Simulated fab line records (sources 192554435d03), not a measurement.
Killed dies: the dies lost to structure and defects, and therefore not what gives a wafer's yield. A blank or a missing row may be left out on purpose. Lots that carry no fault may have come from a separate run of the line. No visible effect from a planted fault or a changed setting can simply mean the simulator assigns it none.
fab line records	flow n5-finfet
record lots=10	wafers=30	last-day=17
route steps=1938 shown BEOL_M11@1539 PASSIVATION@1936
lots untouched by any fault: they come from a run of this same line in which no faults occurred
start-h: the number of hours between the record's first day and the start of the first shown wafer of the lot	wait-h: hours from the lot's prior step to this one	" as in the row above	L1.1+2: one row covering several wafers at once	- no value, or no start given	* or withheld: withheld	< > ~ a bound
route shown NAME@n: a module of which the file shows steps, and the number in the route of the first	usual: the fault-free wafers' mean and standard deviation	same: alike in all rows	chamber/n: place in a boat	sites: each site's reading	_std_site: how widely they spread, as a standard deviation	_edge_site: the outer-site mean with the inner-site mean subtracted	radius-mm: for every site, how far away it sits from the centre of the wafer	mask NAME#n: copy n	behind: the last tool/chamber to shape the wafer	hold: why the lot was held/for how many hours/how that ended	device: the transistor (n, p or np) that didn't switch	end of line: the same wafers' tests at the end of the route	for a step that has no rows: nothing shown but its recipe	killed: the dies lost at the first sort to structure and to defects; this is not the yield of the wafer	map: per-die view of a wafer (x killed, . not killed, _ where there is no die)
set.NAME: the setting the step ran with; set.NAME@STEP: the setting that earlier step ran with	model.NAME: the simulator's own value behind a step, which no gauge read
route steps across a sampled set of lots; one table per step, one row per wafer
services: from which hour (start-h, from the record's first day; less than 0 if before it) a tool's chamber was out of use, for how many hours, and why
## steps
# step N5_BEOL_M11_PECVD_70
# recipe material=SiO2	target-thk-a=200	temp-c=400	precursor=TEOS/O2	pressure-torr=5.5	rf-w=450	teos-flow-sccm=53.8	gas=O2	flow-sccm=3000	time-s=22.7
# usual heater-power-w=668/57	showerhead-plenum-p-Torr=8.77/0.057	throttle-valve-pct=22.6/1.6
# same time-s=22.7
lot.wafer	tool	chamber	start-h	wait-h	heater-power-w	showerhead-plenum-p-Torr	throttle-valve-pct
L812.1	pecvd-04	0	223.59	0.0	597	8.86	23.5
L812.3	"	2	"	"	682	8.78	20.7
L812.6	"	2	"	"	683	8.80	20.7
L814.1	pecvd-02	1	236.11	0.0	653	8.80	24.7
L814.2	"	0	"	"	697	8.67	24.0
L814.5	"	2	"	"	685	8.71	22.4
L817.1	pecvd-03	0	254.20	0.0	629	8.83	21.3
L817.4	"	0	"	"	639	8.84	21.5
L817.6	"	1	"	"	676	8.77	21.9
L816.2	pecvd-02	0	255.04	0.0	582	8.69	24.0
L816.4	"	0	"	"	583	8.69	24.0
L816.5	"	1	"	"	575	8.84	24.9
L820.3	pecvd-04	0	279.88	0.0	656	8.83	23.9
L820.4	"	1	"	"	681	8.76	23.9
L820.5	"	0	"	"	676	8.83	23.9
L826.1	pecvd-03	1	313.46	0.0	748	8.76	22.1
L826.3	"	2	"	"	651	8.68	19.6
L826.6	"	0	"	"	704	8.81	21.6
L827.3	pecvd-04	1	316.60	0.0	741	8.76	24.1
L827.4	"	1	"	"	749	8.75	24.2
L827.6	"	2	"	"	665	8.80	21.0
L832.1	pecvd-04	2	349.83	0.0	686	8.80	20.9
L832.4	"	2	"	"	689	8.77	20.9
L832.5	"	0	"	"	651	8.81	24.0
L830.3	pecvd-02	1	354.24	0.1	672	8.82	24.6
L830.4	"	0	"	"	646	8.69	23.9
L830.6	"	0	"	"	641	8.69	23.7
L831.1	pecvd-04	2	355.03	0.0	683	8.79	20.8
L831.4	"	0	"	"	637	8.80	23.9
L831.6	"	1	"	"	772	8.78	23.7
# step N5_BEOL_M11_EXPOSE_25
# recipe mask-id=V10	na=1.35	source-shape=annular	sigma-inner=0.5	sigma-outer=0.8	polarization=unpolarized	dose-mj=85.5
# usual exposure-dose-mJ-cm2=85.43/0.093
lot.wafer	tool	chamber	start-h	wait-h	mask	exposure-dose-mJ-cm2
L812.1	arfi-scanner-03	0	226.69	-	V10#0	85.48
L812.3	"	0	"	"	V10#0	85.41
L812.6	"	0	"	"	V10#0	85.37
L814.1	arfi-scanner-03	0	238.59	-	V10#0	85.45
L814.2	"	0	"	"	V10#0	85.49
L814.5	"	0	"	"	V10#0	85.32
L817.1	arfi-scanner-02	0	255.97	-	V10#0	85.42
L817.4	"	0	"	"	V10#0	85.50
L817.6	"	0	"	"	V10#0	85.46
L816.2	arfi-scanner-03	0	256.44	-	V10#0	85.46
L816.4	"	0	"	"	V10#0	85.41
L816.5	"	0	"	"	V10#0	85.42
L820.3	arfi-scanner-03	0	285.62	-	V10#0	85.41
L820.4	"	0	"	"	V10#0	85.17
L820.5	"	0	"	"	V10#0	85.35
L826.1	arfi-scanner-03	0	315.40	-	V10#0	85.44
L826.3	"	0	"	"	V10#0	85.24
L826.6	"	0	"	"	V10#0	85.29
L827.3	arfi-scanner-03	0	322.18	-	V10#0	85.41
L827.4	"	0	"	"	V10#0	85.43
L827.6	"	0	"	"	V10#0	85.29
L832.1	arfi-scanner-01	0	355.00	-	V10#0	85.47
L832.4	"	0	"	"	V10#0	85.40
L832.5	"	0	"	"	V10#0	85.43
L831.1	arfi-scanner-02	0	359.52	-	V10#0	85.37
L831.4	"	0	"	"	V10#0	85.40
L831.6	"	0	"	"	V10#0	85.55
L830.3	arfi-scanner-01	0	359.70	-	V10#0	85.33
L830.4	"	0	"	"	V10#0	85.47
L830.6	"	0	"	"	V10#0	85.53
# step N5_BEOL_M11_OVL_MEAS_29
# recipe points-per-wafer=44
# usual V10_OVL=-0.1/0.63
lot.wafer	tool	chamber	start-h	wait-h	V10_OVL[nm]
L812.1	overlay-02	0	226.85	0.0	0.1
L812.3	"	0	"	"	0.0
L812.6	"	0	"	"	0.2
L814.1	overlay-01	0	238.76	0.0	0.3
L814.2	"	0	"	"	-1.4
L814.5	"	0	"	"	0.3
L817.1	overlay-02	0	256.14	0.0	0.3
L817.4	"	0	"	"	0.8
L817.6	"	0	"	"	-0.2
L816.2	overlay-01	0	256.60	0.0	-0.6
L816.4	"	0	"	"	-0.3
L816.5	"	0	"	"	-1.3
L820.3	overlay-01	0	285.76	0.0	-1.0
L820.4	"	0	"	"	-1.3
L820.5	"	0	"	"	-0.2
L826.1	overlay-01	0	315.56	0.0	6.2
L826.3	"	0	"	"	5.6
L826.6	"	0	"	"	6.6
L827.3	overlay-01	0	322.33	0.0	6.5
L827.4	"	0	"	"	5.2
L827.6	"	0	"	"	6.2
L832.1	overlay-02	0	355.16	0.0	-0.1
L832.4	"	0	"	"	1.1
L832.5	"	0	"	"	0.0
L831.1	overlay-02	0	359.68	0.0	-0.1
L831.4	"	0	"	"	0.0
L831.6	"	0	"	"	0.4
L830.3	overlay-01	0	359.85	0.0	0.4
L830.4	"	0	"	"	0.9
L830.6	"	0	"	"	0.1
# step N5_BEOL_M11_DESCUM_33
# recipe chemistry=O2	time-s=7.9	source-power-w=50	bias-power-w=20	pressure-mtorr=20	rf-frequency-hz=2.712e+07	temp-c=40	resist=CAR-ArF	o2-flow-sccm=225
# usual drypump-motor-current-A=5.7/0.5	oes-product-au=0.81/0.091	rf-vpp-V=242.7/1.3	showerhead-plenum-p-Torr=2.07/0.062	throttle-valve-pct=20.33/0.15
# same time-s=7.9
lot.wafer	tool	chamber	start-h	wait-h	drypump-motor-current-A	oes-product-au	rf-hours-counter-h	rf-vpp-V	showerhead-plenum-p-Torr	throttle-valve-pct
L812.1	rie-diel-01	1	227.12	0.2	5.8	0.74	163	242.9	2.00	20.14
L812.3	"	2	"	"	4.9	0.81	88	241.6	2.04	20.26
L812.6	"	1	"	"	5.8	0.74	-	242.4	2.00	20.15
L814.1	rie-diel-06	0	238.82	0.0	5.8	0.92	34	242.2	2.06	20.22
L814.2	"	3	"	"	5.9	0.82	73	240.5	2.04	20.23
L814.5	"	0	"	"	5.8	0.91	-	241.8	2.06	20.21
L817.1	rie-diel-01	0	256.20	0.0	5.7	0.72	173	244.1	2.17	20.60
L817.4	"	2	"	"	4.9	0.78	98	243.8	2.04	20.29
L817.6	"	3	"	"	4.7	0.79	-	243.2	2.02	20.29
L816.2	rie-diel-01	3	256.66	0.0	4.7	0.80	115	242.5	2.02	20.29
L816.4	"	0	"	"	5.8	0.73	173	245.3	2.17	20.60
L816.5	"	3	"	"	4.7	0.80	-	242.7	2.02	20.29
L820.3	rie-diel-01	0	285.82	0.0	5.8	0.72	183	244.2	2.17	20.62
L820.4	"	1	"	"	5.8	0.73	184	241.6	2.00	20.15
L820.5	"	1	"	"	5.7	0.73	-	241.7	2.00	20.17
L826.1	rie-diel-02	1	315.62	0.0	6.1	0.88	44	242.1	2.04	20.29
L826.3	"	3	"	"	5.6	0.66	247	244.8	2.15	20.51
L826.6	"	1	"	"	6.1	0.88	-	241.3	2.04	20.30
L827.3	rie-diel-06	0	322.38	0.0	5.8	0.87	56	241.7	2.05	20.24
L827.4	"	0	"	"	5.8	0.87	-	243.2	2.05	20.25
L827.6	"	3	"	"	5.9	0.79	-	242.2	2.03	20.27
L832.1	rie-diel-02	3	355.22	0.0	5.6	0.98	1	245.7	2.14	20.19
L832.4	"	0	"	"	6.0	0.96	13	241.6	2.05	20.17
L832.5	"	1	"	"	6.0	0.86	-	243.2	2.03	20.34
L831.1	rie-diel-01	2	359.74	0.0	4.9	0.76	126	242.6	2.03	20.34
L831.4	"	3	"	"	4.7	0.77	149	242.6	2.01	20.34
L831.6	"	2	"	"	4.9	0.76	-	242.4	2.03	20.30
L830.3	rie-diel-02	3	359.90	0.0	5.6	0.97	3	245.1	2.14	20.17
L830.4	"	0	"	"	5.9	0.95	14	241.7	2.05	20.16
L830.6	"	2	"	"	6.0	0.86	-	242.1	2.04	20.50
# step N5_BEOL_M11_STRIP_77
# recipe chemistry=N2/H2	time-s=10	power-w=450	temp-c=40	pressure-mtorr=20	rf-frequency-hz=6e+07	bias-power-w=7	n2-flow-sccm=200	h2-flow-sccm=200
# usual drypump-motor-current-A=5.7/0.5	oes-product-au=0.81/0.091	rf-vpp-V=59.1/0.84	showerhead-plenum-p-Torr=2.51/0.079	throttle-valve-pct=23.53/0.24
# same time-s=10
lot.wafer	tool	chamber	start-h	wait-h	drypump-motor-current-A	oes-product-au	rf-hours-counter-h	rf-vpp-V	showerhead-plenum-p-Torr	throttle-valve-pct
L812.1	rie-diel-01	1	-	-	5.8	0.73	163	59.0	2.43	23.34
L812.3	"	2	"	"	4.9	0.80	88	59.2	2.47	23.54
L812.6	"	1	"	"	5.8	0.74	-	58.1	2.43	23.35
L814.1	rie-diel-06	0	-	-	5.8	0.90	34	58.1	2.48	23.17
L814.2	"	3	"	"	5.9	0.82	74	59.3	2.46	23.43
L814.5	"	0	"	"	5.8	0.91	-	59.6	2.48	23.18
L817.1	rie-diel-01	0	-	-	5.7	0.72	173	59.4	2.64	24.07
L817.4	"	2	"	"	5.0	0.79	98	60.5	2.46	23.56
L817.6	"	3	"	"	4.7	0.80	-	57.9	2.45	23.43
L816.2	rie-diel-01	3	-	-	4.7	0.80	116	58.4	2.45	23.44
L816.4	"	0	"	"	5.7	0.72	173	60.2	2.64	24.06
L816.5	"	3	"	"	4.7	0.80	-	60.4	2.45	23.44
L820.3	rie-diel-01	0	-	-	5.7	0.72	184	59.3	2.63	24.09
L820.4	"	1	"	"	5.8	0.72	184	58.3	2.42	23.37
L820.5	"	1	"	"	5.8	0.72	-	60.2	2.42	23.38
L826.1	rie-diel-02	1	-	-	6.1	0.88	45	58.9	2.47	23.36
L826.3	"	3	"	"	5.6	0.68	247	58.8	2.61	23.83
L826.6	"	1	"	"	6.1	0.89	-	59.3	2.47	23.37
L827.3	rie-diel-06	0	-	-	5.8	0.87	56	59.4	2.47	23.20
L827.4	"	0	"	"	5.8	0.87	-	57.4	2.47	23.20
L827.6	"	3	"	"	5.9	0.79	-	58.6	2.45	23.47
L832.1	rie-diel-02	3	-	-	5.5	0.99	2	59.8	2.61	23.55
L832.4	"	0	"	"	5.9	0.96	13	57.8	2.49	23.33
L832.5	"	1	"	"	6.0	0.87	-	58.5	2.46	23.36
L831.1	rie-diel-01	2	-	-	4.9	0.75	126	60.0	2.45	23.59
L831.4	"	3	"	"	4.7	0.77	149	59.5	2.44	23.48
L831.6	"	2	"	"	4.9	0.76	-	60.0	2.45	23.60
L830.3	rie-diel-02	3	-	-	5.6	0.97	3	57.2	2.61	23.59
L830.4	"	0	"	"	6.0	0.96	14	59.1	2.49	23.33
L830.6	"	2	"	"	6.0	0.86	-	57.5	2.46	23.61
# step N5_PASSIVATION_PROBE_49
# usual defect-limited-yield=91.3/1.4	killed_at_M0_to_M3=35/11	killed_at_M4_up=14/5.4	killed-at-contacts=12/6.2	killed-at-front-end=38/11	killed-at-other=4.1/2.8	killed-dies=103/17	killed-open=66/13	killed-short=34/8.2	sort_bin_5_function=5.1/0.89	sort_bin_6_memory=3.3/0.72	sort_bin_8_speed=0.00/0.0099	sort-n-pass=1077/17	sort-yield-pct=91.3/1.4
# same gross-dies=1180	killed-at-back-side=0	sort_bin_4_leakage[%]=0
lot.wafer	tool	chamber	start-h	wait-h	defect-limited-yield[%]	killed_at_M0_to_M3	killed_at_M4_up	killed-at-contacts	killed-at-front-end	killed-at-other	killed-dies	killed-open	killed-short	sort_bin_5_function[%]	sort_bin_6_memory[%]	sort_bin_8_speed[%]	sort-n-pass	sort-yield-pct[%]
L812.1	prober-02	-	266.51	0.0	90.9	39	23	16	28	1	107	77	28	4.9	3.7	0	1073	90.9
L812.3	prober-02	-	266.61	0.1	87.8	57	21	13	48	5	144	93	47	7.2	4.4	0	1036	87.8
L812.6	prober-02	-	266.76	0.3	90.8	30	19	10	48	2	109	75	26	5.6	3.5	0	1071	90.8
L814.1	prober-02	-	277.98	0.0	88.6	39	14	21	55	5	134	88	42	6.9	3.7	0	1046	88.6
L814.2	prober-02	-	278.03	0.1	92.8	33	20	9	18	5	85	59	25	4.2	2.8	0	1095	92.8
L814.5	prober-02	-	278.18	0.2	91.8	33	17	13	33	1	97	68	23	4.5	3.0	0	1083	91.8
L816.2	prober-02	-	304.26	0.1	89.4	33	21	28	34	9	125	77	42	6.2	3.6	0	1055	89.4
L816.4	prober-02	-	304.36	0.2	90.1	40	14	26	31	6	117	74	38	5.7	4.0	0	1063	90.1
L816.5	prober-02	-	304.41	0.2	90.2	40	9	13	50	4	116	58	55	5.4	3.6	0	1064	90.2
L817.1	prober-01	-	305.29	0.0	91.1	38	15	11	34	7	105	65	36	5.0	3.1	0	1075	91.1
L817.4	prober-01	-	305.44	0.2	92.4	16	14	24	33	3	90	64	22	4.4	3.1	0	1090	92.4
L817.6	prober-01	-	305.54	0.3	90.0	35	10	18	53	2	118	64	53	5.8	3.6	0	1062	90.0
L820.3	prober-01	-	334.87	0.1	89.9	24	13	26	54	2	119	76	39	6.2	3.6	0	1061	89.9
L820.4	prober-01	-	334.92	0.2	91.0	23	15	22	43	3	106	69	34	5.1	3.6	0	1074	91.0
L820.5	prober-01	-	334.97	0.2	91.9	25	14	18	36	2	95	64	28	6.0	1.9	0	1085	91.9
L826.1	prober-02	-	358.02	0.0	91.6	36	8	13	38	4	99	63	34	5.7	2.6	0	1081	91.6
L826.3	prober-02	-	358.12	0.1	91.6	26	9	15	46	3	99	65	33	4.3	3.6	0	1081	91.6
L826.6	prober-02	-	358.27	0.3	94.1	27	8	10	23	2	70	44	25	3.5	2.0	0	1110	94.1
L827.3	prober-01	-	358.67	0.1	90.8	58	10	10	26	5	109	72	37	4.2	4.7	0	1071	90.8
L827.4	prober-01	-	358.72	0.2	92.6	36	5	14	30	2	87	59	27	5.1	2.2	0.08	1093	92.6
L827.6	prober-01	-	358.82	0.3	92.5	34	9	11	31	4	89	67	22	3.9	3.6	0	1091	92.5
L832.1	prober-02	-	395.93	0.0	89.8	42	14	16	42	6	120	82	37	5.9	4.0	0	1060	89.8
L832.4	prober-02	-	396.08	0.2	90.5	55	14	14	26	3	112	75	35	4.8	4.3	0	1068	90.5
L832.5	prober-02	-	396.13	0.2	91.2	33	22	15	29	5	104	65	37	5.1	3.5	0	1076	91.2
L831.1	prober-01	-	410.42	0.0	90.5	40	11	15	42	4	112	74	38	5.1	4.0	0	1068	90.5
L831.4	prober-01	-	410.57	0.2	87.1	75	8	17	50	2	152	93	59	8.0	3.9	0	1028	87.1
L831.6	prober-01	-	410.67	0.3	91.4	46	10	7	33	5	101	68	27	5.0	3.1	0	1079	91.4
L830.3	prober-02	-	411.05	0.1	90.2	33	14	13	55	1	116	80	34	5.9	3.6	0	1064	90.2
L830.4	prober-02	-	411.10	0.2	89.6	25	11	15	71	1	123	86	34	5.6	4.5	0	1057	89.6
L830.6	prober-02	-	411.20	0.3	88.9	62	9	12	48	0	131	91	37	6.4	4.6	0	1049	88.9
# killed by level:class
L812.1 STI_FIN_REVEAL:geometric-particle:open=13 MOL_CONTACT_COAG:geometric-particle:open=13 BEOL_M4:geometric-particle:open=13 BEOL_M1:geometric-particle:open=9 BEOL_M2:geometric-particle:open=7 BEOL_M0_SAQP:geometric-particle:open=6 BEOL_M3:geometric-particle:open=6 STI_FIN_REVEAL:geometric-particle:short=4
L812.3 BEOL_M3:geometric-particle:open=13 STI_FIN_REVEAL:geometric-particle:open=11 MOL_CONTACT_COAG:geometric-particle:open=10 BEOL_M0_SAQP:geometric-particle:open=9 BEOL_M0_SAQP:geometric-particle:short=9 FIN_SAQP:geometric-particle:short=8 BEOL_M4:geometric-particle:open=8 BEOL_M1:geometric-particle:open=7
L812.6 STI_FIN_REVEAL:geometric-particle:open=18 MOL_CONTACT_COAG:geometric-particle:open=10 FIN_SAQP:geometric-particle:open=7 BEOL_M1:geometric-particle:open=7 FIN_SAQP:geometric-particle:short=6 BEOL_M0_SAQP:geometric-particle:short=5 BEOL_M4:geometric-particle:open=5 BEOL_M3:geometric-particle:open=4
L814.1 MOL_CONTACT_COAG:geometric-particle:open=17 BEOL_M3:geometric-particle:open=11 FIN_SAQP:geometric-particle:short=10 STI_FIN_REVEAL:geometric-particle:open=10 FIN_SAQP:geometric-particle:open=9 BEOL_M0_SAQP:geometric-particle:open=8 BEOL_M4:geometric-particle:open=6 SPACER0:geometric-particle:open=6
L814.2 BEOL_M4:geometric-particle:open=14 BEOL_M0_SAQP:geometric-particle:open=10 BEOL_M3:geometric-particle:open=9 MOL_CONTACT_COAG:geometric-particle:open=6 BEOL_M1:geometric-particle:open=6 STI_FIN_REVEAL:geometric-particle:open=5 FIN_SAQP:geometric-particle:short=3 MOL_CONTACT_COAG:geometric-particle:short=3
L814.5 MOL_CONTACT_COAG:geometric-particle:open=11 BEOL_M4:geometric-particle:open=11 BEOL_M0_SAQP:geometric-particle:open=10 BEOL_M1:geometric-particle:open=9 BEOL_M3:geometric-particle:open=7 STI_FIN_REVEAL:geometric-particle:open=6 FIN_SAQP:geometric-particle:short=5 STARTING-WAFER:geometric-particle:open=4
L816.2 MOL_CONTACT_COAG:geometric-particle:open=22 BEOL_M4:geometric-particle:short=12 BEOL_M0_SAQP:geometric-particle:open=10 BEOL_M0_SAQP:geometric-particle:short=9 STI_FIN_REVEAL:geometric-particle:open=6 DUMMY_GATE:geometric-particle:open=6 MOL_CONTACT_COAG:geometric-particle:short=5 BEOL_M3:geometric-particle:open=5
L816.4 MOL_CONTACT_COAG:geometric-particle:open=20 BEOL_M0_SAQP:geometric-particle:short=11 BEOL_M1:geometric-particle:open=11 GATE_CUT:geometric-particle:short=8 BEOL_M4:geometric-particle:open=7 BEOL_M0_SAQP:geometric-particle:open=6 FIN_SAQP:geometric-particle:open=5 DUMMY_GATE:geometric-particle:open=5
L816.5 BEOL_M0_SAQP:geometric-particle:short=14 BEOL_M2:geometric-particle:open=12 FIN_SAQP:geometric-particle:short=11 MOL_CONTACT_COAG:geometric-particle:open=11 GATE_CUT:geometric-particle:open=10 GATE_CUT:geometric-particle:short=9 BEOL_M0_SAQP:geometric-particle:open=6 FIN_SAQP:geometric-particle:open=5
L817.1 MOL_CONTACT_COAG:geometric-particle:open=9 BEOL_M1:geometric-particle:open=8 BEOL_M3:geometric-particle:open=8 FIN_SAQP:geometric-particle:short=7 BEOL_M2:geometric-particle:open=7 BEOL_M1:geometric-particle:short=5 STI_FIN_REVEAL:geometric-particle:open=4 DUMMY_GATE:geometric-particle:open=4
L817.4 MOL_CONTACT_COAG:geometric-particle:open=19 BEOL_M4:geometric-particle:open=10 MOL_CONTACT_COAG:geometric-particle:short=5 FIN_SAQP:geometric-particle:short=4 STI_FIN_REVEAL:geometric-particle:open=4 DUMMY_GATE:geometric-particle:open=4 GATE_CUT:geometric-particle:open=4 FIN_SAQP:geometric-particle:open=3
L817.6 FIN_SAQP:geometric-particle:short=16 STI_FIN_REVEAL:geometric-particle:open=11 MOL_CONTACT_COAG:geometric-particle:open=11 BEOL_M3:geometric-particle:open=8 MOL_CONTACT_COAG:geometric-particle:short=7 BEOL_M2:geometric-particle:open=5 GATE_CUT:geometric-particle:short=5 BEOL_M0_SAQP:geometric-particle:short=5
L820.3 MOL_CONTACT_COAG:geometric-particle:open=23 FIN_SAQP:geometric-particle:open=15 FIN_SAQP:geometric-particle:short=13 BEOL_M0_SAQP:geometric-particle:short=7 GATE_CUT:geometric-particle:open=6 STI_FIN_REVEAL:geometric-particle:open=5 BEOL_M4:geometric-particle:open=4 BEOL_M3:geometric-particle:open=4
L820.4 MOL_CONTACT_COAG:geometric-particle:open=14 STI_FIN_REVEAL:geometric-particle:open=11 MOL_CONTACT_COAG:geometric-particle:short=8 BEOL_M4:geometric-particle:open=8 FIN_SAQP:geometric-particle:open=7 FIN_SAQP:geometric-particle:short=6 BEOL_M2:geometric-particle:open=6 STI_FIN_REVEAL:geometric-particle:short=4
L820.5 MOL_CONTACT_COAG:geometric-particle:open=13 BEOL_M4:geometric-particle:open=10 DUMMY_GATE:geometric-particle:open=7 STI_FIN_REVEAL:geometric-particle:open=6 BEOL_M3:geometric-particle:short=6 BEOL_M1:geometric-particle:open=5 GATE_CUT:geometric-particle:open=4 MOL_CONTACT_COAG:geometric-particle:short=4
L826.1 FIN_SAQP:geometric-particle:short=11 MOL_CONTACT_COAG:geometric-particle:open=10 FIN_SAQP:geometric-particle:open=8 STI_FIN_REVEAL:geometric-particle:open=7 BEOL_M0_SAQP:geometric-particle:short=7 BEOL_M2:geometric-particle:open=7 BEOL_M1:geometric-particle:open=6 BEOL_M0:geometric-particle:open=5
L826.3 STI_FIN_REVEAL:geometric-particle:open=17 BEOL_M2:geometric-particle:open=13 FIN_SAQP:geometric-particle:short=12 MOL_CONTACT_COAG:geometric-particle:open=12 FIN_SAQP:geometric-particle:open=6 BEOL_M3:geometric-particle:open=4 STARTING-WAFER:geometric-particle:short=4 MOL_CONTACT_COAG:geometric-particle:short=3
L826.6 MOL_CONTACT_COAG:geometric-particle:open=9 BEOL_M0_SAQP:geometric-particle:short=6 BEOL_M0_SAQP:geometric-particle:open=6 BEOL_M2:geometric-particle:open=6 BEOL_M4:geometric-particle:open=5 FIN_SAQP:geometric-particle:open=4 FIN_SAQP:geometric-particle:short=4 STI_FIN_REVEAL:geometric-particle:open=3
L827.3 BEOL_M2:geometric-particle:open=20 FIN_SAQP:geometric-particle:open=8 BEOL_M0_SAQP:geometric-particle:short=7 MOL_CONTACT_COAG:geometric-particle:open=6 BEOL_M0_SAQP:geometric-particle:open=6 BEOL_M3:geometric-particle:open=6 FIN_SAQP:geometric-particle:short=5 BEOL_M0:geometric-particle:open=5
L827.4 DUMMY_GATE:geometric-particle:open=8 MOL_CONTACT_COAG:geometric-particle:open=8 BEOL_M3:geometric-particle:open=8 BEOL_M0_SAQP:geometric-particle:short=7 MOL_CONTACT_COAG:geometric-particle:short=6 FIN_SAQP:geometric-particle:open=5 DUMMY_GATE:geometric-particle:short=5 BEOL_M1:geometric-particle:open=5
L827.6 BEOL_M2:geometric-particle:open=9 STI_FIN_REVEAL:geometric-particle:open=8 MOL_CONTACT_COAG:geometric-particle:open=8 FIN_SAQP:geometric-particle:open=7 STARTING-WAFER:geometric-particle:open=6 BEOL_M0_SAQP:geometric-particle:short=5 BEOL_M0_SAQP:geometric-particle:open=5 BEOL_M0:geometric-particle:open=5
L832.1 BEOL_M0_SAQP:geometric-particle:short=16 MOL_CONTACT_COAG:geometric-particle:open=14 SPACER0:geometric-particle:open=9 BEOL_M0_SAQP:geometric-particle:open=8 BEOL_M4:geometric-particle:open=8 DUMMY_GATE:geometric-particle:open=7 SPACER0:geometric-particle:short=7 BEOL_M3:geometric-particle:open=7
L832.4 BEOL_M0_SAQP:geometric-particle:open=19 BEOL_M0_SAQP:geometric-particle:short=15 MOL_CONTACT_COAG:geometric-particle:open=11 DUMMY_GATE:geometric-particle:open=7 BEOL_M3:geometric-particle:open=7 BEOL_M1:geometric-particle:open=6 BEOL_M4:geometric-particle:open=6 BEOL_M2:geometric-particle:open=5
L832.5 FIN_SAQP:geometric-particle:short=10 BEOL_M3:geometric-particle:open=10 MOL_CONTACT_COAG:geometric-particle:open=9 FIN_SAQP:geometric-particle:open=8 BEOL_M0_SAQP:geometric-particle:open=7 MOL_CONTACT_COAG:geometric-particle:short=6 BEOL_M5:geometric-particle:open=6 BEOL_M0_SAQP:geometric-particle:short=5
L831.1 BEOL_M0_SAQP:geometric-particle:open=15 MOL_CONTACT_COAG:geometric-particle:open=12 BEOL_M0_SAQP:geometric-particle:short=12 GATE_CUT:geometric-particle:short=11 GATE_CUT:geometric-particle:open=8 FIN_SAQP:geometric-particle:open=7 BEOL_M4:geometric-particle:open=6 DUMMY_GATE:geometric-particle:open=4
L831.4 BEOL_M0_SAQP:geometric-particle:open=25 BEOL_M0_SAQP:geometric-particle:short=24 MOL_CONTACT_COAG:geometric-particle:open=12 FIN_SAQP:geometric-particle:open=10 STI_FIN_REVEAL:geometric-particle:open=8 BEOL_M3:geometric-particle:open=8 DUMMY_GATE:geometric-particle:open=7 FIN_SAQP:geometric-particle:short=6
L831.6 BEOL_M0_SAQP:geometric-particle:open=15 BEOL_M0_SAQP:geometric-particle:short=9 BEOL_M1:geometric-particle:open=9 BEOL_M3:geometric-particle:open=7 FIN_SAQP:geometric-particle:open=5 FIN_SAQP:geometric-particle:short=4 DUMMY_GATE:geometric-particle:open=4 MOL_CONTACT_COAG:geometric-particle:open=4
L830.3 FIN_SAQP:geometric-particle:open=19 STI_FIN_REVEAL:geometric-particle:open=13 MOL_CONTACT_COAG:geometric-particle:open=10 BEOL_M1:geometric-particle:open=8 FIN_SAQP:geometric-particle:short=6 BEOL_M3:geometric-particle:open=6 STI_FIN_REVEAL:geometric-particle:short=5 BEOL_M3:geometric-particle:short=5
L830.4 FIN_SAQP:geometric-particle:open=23 STI_FIN_REVEAL:geometric-particle:open=15 MOL_CONTACT_COAG:geometric-particle:open=13 FIN_SAQP:geometric-particle:short=10 BEOL_M3:geometric-particle:open=9 STI_FIN_REVEAL:geometric-particle:short=6 DUMMY_GATE:geometric-particle:open=4 BEOL_M4:geometric-particle:open=4
L830.6 FIN_SAQP:geometric-particle:open=26 BEOL_M0_SAQP:geometric-particle:short=16 BEOL_M1:geometric-particle:open=15 BEOL_M0_SAQP:geometric-particle:open=11 BEOL_M3:geometric-particle:open=10 MOL_CONTACT_COAG:geometric-particle:open=9 FIN_SAQP:geometric-particle:short=6 STI_FIN_REVEAL:geometric-particle:open=3
## services
tool	chamber	start-h	hours	kind
arfi-scanner-01	-	205.41	1.3	pm
rie-diel-02	-	215.56	14.6	pm
rie-diel-01	-	231.04	0.4	repair
arfi-scanner-03	-	236.50	1.3	pm
pecvd-04	-	249.40	0.3	repair
arfi-scanner-02	-	268.38	0.8	pm
pecvd-02	-	274.24	0.2	repair
pecvd-02	-	274.66	5.5	pm
rie-diel-06	-	276.05	14.6	pm
arfi-scanner-03	-	278.32	1.0	pm
rie-diel-02	-	279.98	0.2	repair
arfi-scanner-02	-	281.98	1.3	pm
arfi-scanner-03	-	286.94	1.0	pm
pecvd-04	-	292.55	1.2	repair
pecvd-03	-	294.43	10.2	repair
arfi-scanner-03	-	298.05	0.8	pm
arfi-scanner-01	-	299.87	1.0	pm
rie-diel-06	2	307.59	1.2	repair
rie-diel-02	0	316.35	5.3	repair
arfi-scanner-02	-	323.95	1.0	pm
arfi-scanner-01	-	330.91	1.3	pm
arfi-scanner-03	-	333.02	1.0	repair
rie-diel-06	2	335.32	3.3	repair
pecvd-02	2	349.91	6.0	repair
## key
first-sign step=N5_BEOL_M11_OVL_MEAS_29	reading=V10_OVL	direction=up	sigmas=9.8	usual=-0.1	struck=6.1
effect none on later readings
met-at N5_BEOL_M11_EXPOSE_25
struck-lots L826,L827
not-acting-at N5_BEOL_M11_PECVD_70,N5_BEOL_M11_DESCUM_33,N5_BEOL_M11_STRIP_77
onset-between 285.62 315.40
fault kind=scanner-matching-overlay	tool=arfi-scanner-03	chamber=-	onset-h=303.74	steps=N5_BEOL_M11_EXPOSE_25	offset=6.0527
